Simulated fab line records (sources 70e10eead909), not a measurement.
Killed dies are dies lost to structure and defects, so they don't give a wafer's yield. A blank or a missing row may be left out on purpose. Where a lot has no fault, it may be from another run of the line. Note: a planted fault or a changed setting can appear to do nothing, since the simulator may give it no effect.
Matching of chambers | flow nand harc | NHARC_A_STAIRCASE_DEP_322 on pecvd-04 has 3 sister chambers
The step deposits SiO2, target thk 3800 nm. 20 wafers are shown with their chamber, then 10 later ones without.

== WAFERS PAIRED WITH THEIR CHAMBERS ==
wafer  | chamber | heater power w (W)
L076.1 | 1       | 894
L076.4 | 0       | 682
L076.6 | 2       | 501
L078.3 | 0       | 767
L078.5 | 0       | 676
L078.6 | 1       | 750
L077.3 | 0       | 681
L077.5 | 2       | 516
L077.6 | 0       | 665
L080.1 | 0       | 751
L080.2 | 1       | 893
L080.3 | 2       | 610
L083.2 | 1       | 911
L083.3 | 2       | 570
L083.5 | 2       | 525
L087.1 | 2       | 617
L087.4 | 2       | 511
L087.6 | 1       | 730
L090.2 | 2       | 629
L090.3 | 0       | 665

SIGNATURES, as means of the wafers listed above
reading        | chamber 0 | chamber 1 | chamber 2 | scatter within a chamber
heater power w | 698.14    | 835.60    | 559.88    | 60
Rule: a wafer's distance from a chamber is the root of the sum, over the readings, of the square of ((its reading less the chamber's mean) divided by the reading's scatter). The wafer belongs to the nearest chamber; if the next one is less than 2 further off, it can't be placed. The scatter is the square root of a quotient: the sum, over the shown wafers, of each reading's squared deviation from its chamber's mean, divided by wafers minus chambers.

== WAFERS WHOSE CHAMBER IS MISSING ==
wafer  | heater power w (W)
L090.6 | 517
L093.2 | 922
L093.4 | 478
L093.5 | 729
L096.3 | 862
L096.5 | 502
L096.6 | 693
L097.1 | 803
L097.5 | 696
L097.6 | 489

== THE CHAMBER EACH PASSED THROUGH ==
wafer  | from the rows above     | in truth
L090.6 | 2                       | 2
L093.2 | 1                       | 1
L093.4 | 2                       | 2
L093.5 | can't be placed: 0 or 1 | 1
L096.3 | 1                       | 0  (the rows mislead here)
L096.5 | 2                       | 2
L096.6 | 0                       | 0
L097.1 | can't be placed: 1 or 0 | 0
L097.5 | 0                       | 0
L097.6 | 2                       | 2
7 of 10 placed correctly. These rows do not allow placing 2 (true chamber among the candidates in 2). Placed wrongly: 1.
